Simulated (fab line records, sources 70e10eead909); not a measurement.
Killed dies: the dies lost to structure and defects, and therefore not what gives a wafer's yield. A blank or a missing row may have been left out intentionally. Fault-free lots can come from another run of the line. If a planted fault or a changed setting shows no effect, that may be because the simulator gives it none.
fab line records | flow nand_harc
record: lots: 6 | wafers: 18 | last_day: 32
route steps=1302 shown A_WL_FILL@954
lots that met no fault: from a run of the same line without faults
start_h: the number of hours between the record's first day and the start of the first shown wafer of the lot | wait_h: hours since the lot's step before | " as in the row above | L1.1+2: a row that stands for several wafers | - no value, or no start given | * or withheld: withheld | < > ~ a bound
route shown NAME@n: names a module that has steps shown in the file, with the first one's number in the route | usual: average and standard deviation across the fault-free wafers | same: alike in all rows | chamber/n: place in a boat | sites: each site's reading | _std_site: the standard deviation of these | _edge_site: the outer-site mean with the inner-site mean subtracted | radius_mm: how far each site lies from the wafer's centre | mask NAME#n: copy n | behind: tool/chamber where the wafer was last shaped | hold: why the lot went on hold/how many hours it stayed there/how the hold came to an end | device: which transistor (n, p or np) failed to switch | end of line: tests run on the same wafers once the route is complete | step lacking rows: just its recipe | killed: dies lost to structure and defects at the first sort, not the wafer's yield | map: a wafer's dies, x killed, . not, _ none there
set.NAME: the setting the step ran with; set.NAME@STEP: the setting that earlier step ran with | model.NAME: the simulator's own value behind a step, which no gauge read
a table for each step, a row for each wafer; lots at some steps of the route
services: a tool's chamber out of use, with start hour (start_h, from the record's first day; less than 0 if before it), hours out, and reason
== steps ==
step: NHARC_A_WL_FILL_ALD_02
recipe: target_thk_a: 20 | pulse_time_s: 3 | ald_cycles: 100 | temp_c: 450 | material: TiN
step: NHARC_A_WL_FILL_CVD_03
recipe: target_thk_a: 400 | temp_c: 300 | pressure_torr: 40 | wf6_flow_sccm: 40 | h2_flow_sccm: 1600 | ar_flow_sccm: 1560 | time_s: 279 | material: W
usual: heater_power_w: 464/52 | susceptor_temp_C: 299.99/0.18 | throttle_valve_pct: 7.82/0.19
lot.wafer | tool     | chamber | start_h | wait_h | heater_power_w | susceptor_temp_C | throttle_valve_pct
L346.3    | cvd_w-01 | 0       | 571.02  | 0.2    | 521            | 300.13           | 7.84
L346.4    | "        | 1       | "       | "      | 416            | 299.68           | 7.52
L346.5    | "        | 0       | "       | "      | 532            | 300.06           | 7.97
L345.2    | cvd_w-01 | 1       | 580.98  | 0.1    | 407            | 300.01           | 7.85
L345.3    | "        | 1       | "       | "      | 407            | 300.02           | 8.10
L345.5    | "        | 0       | "       | "      | 533            | 299.98           | 7.70
L347.4    | cvd_w-01 | 0       | 585.37  | 0.2    | 511            | 299.90           | 8.24
L347.3    | "        | 1       | "       | "      | 406            | 299.98           | 7.70
L347.5    | "        | 0       | "       | "      | 518            | 300.10           | 7.70
L350.2    | cvd_w-01 | 0       | 618.28  | 0.1    | 539            | -                | 8.14
L350.6    | "        | 1       | "       | "      | 400            | -                | 7.73
L350.5    | "        | 0       | "       | "      | 533            | -                | 7.96
L353.2    | cvd_w-01 | 0       | 652.53  | 0.1    | 530            | 300.12           | 7.68
L353.3    | "        | 0       | "       | "      | 536            | 299.95           | 7.68
L353.6    | "        | 1       | "       | "      | 405            | 300.18           | 7.93
L357.1    | cvd_w-01 | 1       | 663.14  | 0.1    | 408            | -                | 8.00
L357.5    | "        | 1       | "       | "      | 414            | -                | 7.70
L357.6    | "        | 0       | "       | "      | 533            | -                | 7.94
step: NHARC_A_WL_FILL_ETCHBACK_04
recipe: target_depth_a: 600 | time_s: 120 | chemistry: NF3
usual: drypump_motor_current_A: 5.8/0.54 | he_backside_leak_sccm: 3.6/0.39 | oes_product_au: 1.001/0.012 | run_length_s: 141.4/0.41
lot.wafer | tool         | chamber | start_h | wait_h | drypump_motor_current_A | he_backside_leak_sccm | oes_product_au | rf_hours_counter_h | run_length_s
L346.4    | rie_metal-03 | 1       | 571.35  | 0.2    | 5.8                     | 3.2                   | 0.978          | -                  | 141.9
L346.3    | "            | 0       | "       | "      | 5.1                     | 4.0                   | 1.007          | -                  | 141.3
L346.5    | "            | 1       | "       | "      | 5.8                     | 3.9                   | 0.977          | -                  | 142.0
L345.2    | rie_metal-02 | 1       | 581.30  | 0.3    | 5.7                     | 3.6                   | 0.996          | 1.8                | 141.4
L345.3    | "            | 1       | "       | "      | 5.7                     | 3.6                   | 0.999          | -                  | 142.1
L345.5    | "            | 0       | "       | "      | 5.5                     | 3.5                   | 1.011          | -                  | 140.9
L347.3    | rie_metal-02 | 0       | 585.70  | 0.2    | 5.5                     | 3.6                   | 1.007          | -                  | 141.0
L347.4    | "            | 1       | "       | "      | 5.7                     | 3.6                   | 0.986          | -                  | 142.2
L347.5    | "            | 1       | "       | "      | 5.7                     | 3.5                   | 0.995          | -                  | 141.5
L350.2    | rie_metal-02 | 0       | 618.60  | 0.3    | 5.5                     | 3.5                   | 1.019          | 2.6                | 141.1
L350.6    | "            | 0       | "       | "      | 5.5                     | 3.4                   | 1.013          | -                  | 141.1
L350.5    | "            | 1       | "       | "      | 5.7                     | 3.5                   | 1.007          | -                  | 141.5
L353.2    | rie_metal-03 | 0       | 652.90  | 0.3    | 5.0                     | 3.6                   | 1.010          | 1.8                | 141.3
L353.3    | "            | 1       | "       | "      | 5.7                     | 3.0                   | 0.991          | -                  | 141.9
L353.6    | "            | 1       | "       | "      | 5.8                     | 3.1                   | 0.988          | -                  | 142.3
L357.1    | rie_metal-02 | 0       | 663.57  | 0.4    | 5.5                     | 3.4                   | 1.018          | 0.3                | 141.2
L357.5    | "            | 1       | "       | "      | 5.7                     | 3.5                   | 0.983          | -                  | 141.3
L357.6    | "            | 0       | "       | "      | 5.5                     | 3.2                   | 1.016          | -                  | 140.8
step: NHARC_A_WL_FILL_ETCHBACK_05
recipe: target_depth_a: 220 | time_s: 60 | temp_c: 40 | chemistry: Cl2/BCl3
usual: drypump_motor_current_A: 5.8/0.53 | he_backside_leak_sccm: 3.5/0.38 | oes_product_au: 1.000/0.013 | run_length_s: 81.5/0.44
lot.wafer | tool         | chamber | start_h | wait_h | drypump_motor_current_A | he_backside_leak_sccm | oes_product_au | rf_hours_counter_h | run_length_s
L346.3    | rie_metal-03 | 0       | 571.55  | 0.1    | 5.0                     | 6.5                   | 1.008          | -                  | 81.2
L346.4    | "            | 1       | "       | "      | 5.7                     | 3.0                   | 0.990          | -                  | 82.1
L346.5    | "            | 1       | "       | "      | 5.7                     | 3.1                   | 0.986          | -                  | 82.0
L345.2    | rie_metal-02 | 0       | 581.54  | 0.2    | 5.5                     | 3.6                   | 1.006          | 2.0                | 80.9
L345.3    | "            | 1       | "       | "      | 5.7                     | 3.6                   | 1.004          | -                  | 81.8
L345.5    | "            | 0       | "       | "      | 5.5                     | 3.5                   | 1.025          | -                  | 81.0
L347.4    | rie_metal-02 | 1       | 585.90  | 0.1    | 5.7                     | 3.5                   | 0.987          | -                  | 82.0
L347.3    | "            | 0       | "       | "      | 5.5                     | 3.6                   | 1.002          | -                  | 80.7
L347.5    | "            | 1       | "       | "      | 5.7                     | 3.6                   | 0.998          | -                  | 81.5
L350.2    | rie_metal-02 | 0       | 618.86  | 0.2    | 5.5                     | 3.4                   | 1.013          | 2.7                | 81.1
L350.5    | "            | 1       | "       | "      | 5.7                     | 3.5                   | 0.996          | -                  | 81.3
L350.6    | "            | 0       | "       | "      | 5.5                     | 3.6                   | 1.013          | -                  | 80.7
L353.2    | rie_metal-03 | 1       | 653.14  | 0.2    | 5.8                     | 3.0                   | 0.993          | 1.9                | 82.0
L353.3    | "            | 1       | "       | "      | 5.8                     | 3.0                   | 0.999          | -                  | 82.1
L353.6    | "            | 1       | "       | "      | 5.8                     | 3.0                   | 0.996          | -                  | 82.1
L357.1    | rie_metal-02 | 1       | 663.79  | 0.2    | 5.7                     | 3.5                   | 0.983          | 0.4                | 81.9
L357.5    | "            | 0       | "       | "      | 5.5                     | 3.5                   | 1.010          | -                  | 81.4
L357.6    | "            | 1       | "       | "      | 5.7                     | 3.5                   | 0.984          | -                  | 81.4
step: NHARC_A_WL_FILL_STRIP_27
recipe: power_w: 1500 | temp_c: 250 | time_s: 20 | chemistry: N2/H2
usual: drypump_motor_current_A: 5.58/0.18 | heater_power_w: 324/12
lot.wafer | tool            | chamber | start_h | wait_h | drypump_motor_current_A | heater_power_w | rf_hours_counter_h
L346.4    | plasma_asher-01 | 1       | 571.71  | 0.1    | 5.43                    | 327            | -
L346.3    | "               | 0       | "       | "      | 5.84                    | 337            | -
L346.5    | "               | 0       | "       | "      | 5.81                    | 323            | -
L345.2    | plasma_asher-02 | 0       | 581.71  | 0.2    | 5.53                    | 342            | 30
L345.3    | "               | 0       | "       | "      | 5.56                    | 343            | -
L345.5    | "               | 1       | "       | "      | 5.36                    | 309            | -
L347.4    | plasma_asher-01 | 0       | 586.32  | 0.4    | 5.81                    | 335            | -
L347.3    | "               | 1       | "       | "      | 5.43                    | 317            | -
L347.5    | "               | 0       | "       | "      | 5.83                    | 334            | -
L350.2    | plasma_asher-02 | 0       | 618.99  | 0.1    | 5.56                    | 326            | 2
L350.5    | "               | 0       | "       | "      | 5.56                    | 329            | -
L350.6    | "               | 1       | "       | "      | 5.36                    | 307            | -
L353.2    | plasma_asher-01 | 1       | 653.28  | 0.1    | 5.47                    | 321            | 31
L353.3    | "               | 1       | "       | "      | 5.45                    | 317            | -
L353.6    | "               | 1       | "       | "      | 5.43                    | 316            | -
L357.1    | plasma_asher-01 | 0       | 664.03  | 0.2    | 5.83                    | 325            | 34
L357.6    | "               | 1       | "       | "      | 5.43                    | 320            | -
L357.5    | "               | 0       | "       | "      | 5.83                    | 328            | -
step: NHARC_A_WL_FILL_STRIP_28
recipe: time_s: 1200 | temp_c: 72.5 | chemistry: post_etch_residue_remover
step: NHARC_A_WL_FILL_PRECLEAN_06
recipe: time_s: 300 | chemistry: DIW
step: NHARC_A_WL_FILL_SRD_07
step: NHARC_A_WL_FILL_ANNEAL_08
recipe: temp_c: 450 | time_s: 1800
step: NHARC_A_WL_FILL_ALD_10
recipe: target_thk_a: 500 | pulse_time_s: 10 | ald_cycles: 500 | temp_c: 300 | material: SiO2
step: NHARC_A_WL_FILL_ETCHBACK_16
recipe: target_depth_a: 1200 | time_s: 24 | c4f8_flow_sccm: withheld | o2_flow_sccm: 8 | ar_flow_sccm: withheld | rf_w: 600 | bias_w: 800 | chemistry: C4F8/O2/Ar
usual: oes_product_au: 0.982/0.028 | rf_vpp_V: 724/4.4 | run_length_s: 45.2/0.43
lot.wafer | tool        | chamber | start_h | wait_h | oes_product_au | rf_hours_counter_h | rf_vpp_V | run_length_s
L346.4    | rie_diel-11 | 3       | 581.58  | -      | 0.997          | 3.9                | 726      | 45.4
L346.3    | "           | 0       | "       | "      | 0.997          | 3.8                | 718      | 45.1
L346.5    | "           | 0       | "       | "      | 0.993          | -                  | 717      | 46.0
L345.3    | rie_diel-11 | 0       | 593.24  | -      | 0.917          | 3.8                | 717      | 27.9
L345.2    | "           | 2       | "       | "      | 0.916          | 4.2                | 728      | 27.3
L345.5    | "           | 0       | "       | "      | 0.909          | -                  | 717      | 27.7
L347.3    | rie_diel-11 | 2       | 598.08  | -      | 0.995          | 4.3                | 728      | 27.2
L347.4    | "           | 0       | "       | "      | 0.975          | 4.0                | 714      | 27.7
L347.5    | "           | 3       | "       | "      | 0.968          | -                  | 729      | 27.6
L350.2    | rie_diel-01 | 2       | 629.24  | -      | 1.003          | 1.2                | 725      | 45.4
L350.6    | "           | 1       | "       | "      | 1.013          | -                  | 727      | 46.3
L350.5    | "           | 2       | "       | "      | 0.990          | -                  | 726      | 44.8
L353.2    | rie_diel-01 | 3       | 662.66  | -      | 0.998          | 1.7                | 723      | 45.7
L353.3    | "           | 0       | "       | "      | 1.005          | 2.0                | 717      | 45.2
L353.6    | "           | 0       | "       | "      | 1.010          | -                  | 716      | 45.3
L357.1    | rie_diel-06 | 0       | 676.08  | -      | 1.000          | 0.1                | 727      | 45.0
L357.5    | "           | 1       | "       | "      | 0.992          | -                  | 724      | 45.3
L357.6    | "           | 2       | "       | "      | 0.993          | -                  | 726      | 45.2
step: NHARC_A_WL_FILL_STRIP_29
recipe: time_s: 20 | o2_flow_sccm: 500 | ar_flow_sccm: 0 | bias_w: 0 | chemistry: O2
usual: drypump_motor_current_A: 5.9/0.42 | oes_product_au: 1.001/0.012 | rf_vpp_V: 57.8/0.82 | showerhead_plenum_p_Torr: 3.53/0.15 | throttle_valve_pct: 17.035/0.009
lot.wafer | tool        | chamber | start_h | wait_h | drypump_motor_current_A | oes_product_au | rf_hours_counter_h | rf_vpp_V | showerhead_plenum_p_Torr | throttle_valve_pct
L346.4    | rie_diel-11 | 1       | 581.68  | 0.1    | 6.2                     | 1.005          | 4.0                | 58.1     | 3.39                     | 17.037
L346.3    | "           | 2       | "       | "      | 6.5                     | 0.995          | 4.1                | 58.9     | 3.73                     | 17.040
L346.5    | "           | 3       | "       | "      | 5.7                     | 0.987          | -                  | 57.8     | 3.70                     | 17.043
L345.2    | rie_diel-11 | 1       | 593.34  | 0.1    | 6.2                     | 1.010          | 4.0                | 58.5     | 3.39                     | 17.027
L345.3    | "           | 0       | "       | "      | 5.9                     | 0.985          | 3.8                | 57.8     | 3.32                     | 17.027
L345.5    | "           | 1       | "       | "      | 6.3                     | 0.989          | -                  | 57.6     | 3.39                     | 17.039
L347.4    | rie_diel-11 | 0       | 598.18  | 0.1    | 5.9                     | 0.992          | 4.0                | 58.4     | 3.32                     | 17.025
L347.3    | "           | 1       | "       | "      | 6.3                     | 1.002          | 4.2                | 58.6     | 3.39                     | 17.033
L347.5    | "           | 1       | "       | "      | 6.3                     | 1.006          | -                  | 56.1     | 3.39                     | 17.047
L350.2    | rie_diel-01 | 0       | 629.35  | 0.1    | 5.5                     | 1.008          | 1.5                | 56.7     | 3.31                     | 17.033
L350.5    | "           | 2       | "       | "      | 5.9                     | 1.016          | -                  | 57.7     | 3.62                     | 17.040
L350.6    | "           | 0       | "       | "      | 5.5                     | 1.013          | -                  | 57.0     | 3.31                     | 17.035
L353.2    | rie_diel-01 | 3       | 662.75  | 0.1    | 5.4                     | 0.994          | 1.7                | 58.0     | 3.53                     | 17.033
L353.3    | "           | 0       | "       | "      | 5.4                     | 1.008          | 2.0                | 56.6     | 3.31                     | 17.022
L353.6    | "           | 3       | "       | "      | 5.4                     | 1.001          | -                  | 57.6     | 3.53                     | 17.060
L357.1    | rie_diel-06 | 1       | 676.16  | 0.1    | 5.1                     | 0.993          | 0.1                | 57.6     | 3.53                     | 17.041
L357.6    | "           | 2       | "       | "      | 5.7                     | 1.015          | -                  | 59.3     | 3.68                     | 17.023
L357.5    | "           | 3       | "       | "      | 6.5                     | 1.014          | -                  | 57.8     | 3.46                     | 17.024
== services ==
tool            | chamber | start_h | hours | kind
cvd_w-01        | -       | 554.82  | 0.5   | repair
rie_diel-01     | -       | 557.82  | 9.0   | pm
cvd_w-01        | 0       | 560.00  | -     | clean
cvd_w-01        | 1       | 560.00  | -     | clean
rie_diel-11     | 0       | 564.01  | -     | clean
rie_diel-11     | 1       | 564.01  | -     | clean
rie_diel-11     | 2       | 564.01  | -     | clean
rie_diel-11     | 3       | 564.01  | -     | clean
cvd_w-01        | 0       | 578.20  | 1.6   | repair
plasma_asher-02 | -       | 583.36  | 16.3  | repair
rie_diel-06     | 1       | 600.42  | 3.5   | repair
plasma_asher-02 | -       | 603.18  | 9.0   | pm
rie_diel-01     | 2       | 607.39  | 15.4  | repair
rie_diel-11     | -       | 609.50  | 9.0   | pm
rie_metal-02    | -       | 613.96  | 1.1   | repair
rie_diel-01     | 3       | 621.53  | 10.6  | repair
rie_metal-02    | -       | 631.00  | 9.0   | pm
rie_metal-02    | 0       | 631.00  | 9.0   | vent_cycle
rie_metal-02    | 1       | 631.00  | 9.0   | vent_cycle
plasma_asher-01 | -       | 635.41  | 1.4   | repair
rie_metal-02    | 0       | 640.00  | -     | clean
rie_metal-02    | 1       | 640.00  | -     | clean
rie_diel-06     | -       | 661.42  | 9.0   | pm
cvd_w-01        | 0       | 668.02  | 10.6  | repair
== key ==
first_sign: step: NHARC_A_WL_FILL_ETCHBACK_16 | reading: run_length_s | direction: down | sigmas: 41 | usual: * | struck: *
effect none on later readings
met_at NHARC_A_WL_FILL_ETCHBACK_16
struck_wafers L345.2,L345.3,L345.5,L347.3,L347.4,L347.5
later_rows_left_out L345.2,L345.3,L345.5,L347.3,L347.4,L347.5
sort_left_out L345.2,L345.3,L345.5,L347.3,L347.4,L347.5
tester_left_out L345,L347
onset_between 581.58 593.24
fault: kind: process_parameter_drift | tool: rie_diel-11 | chamber: - | onset_h: 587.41 | steps: NHARC_A_WL_FILL_ETCHBACK_16 | channel: time_s | offset: * | shape: step | end_h: 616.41 | acts_in: * | stated: *
tester_left_out: of these lots the tester's yield and bins aren't shown, on N5 and GAA mostly nor the transistor test; their killed dies are dies lost to structure and defects alone, not to doping, threshold or leakage, so they don't give the yield
sort_left_out: the simulated sort isn't trusted on such a fault, so these wafers' sort isn't shown, and their yield isn't known
later_rows_left_out: the simulator's readings of these wafers behind a module that went badly wrong aren't trusted and aren't shown, but for the sort
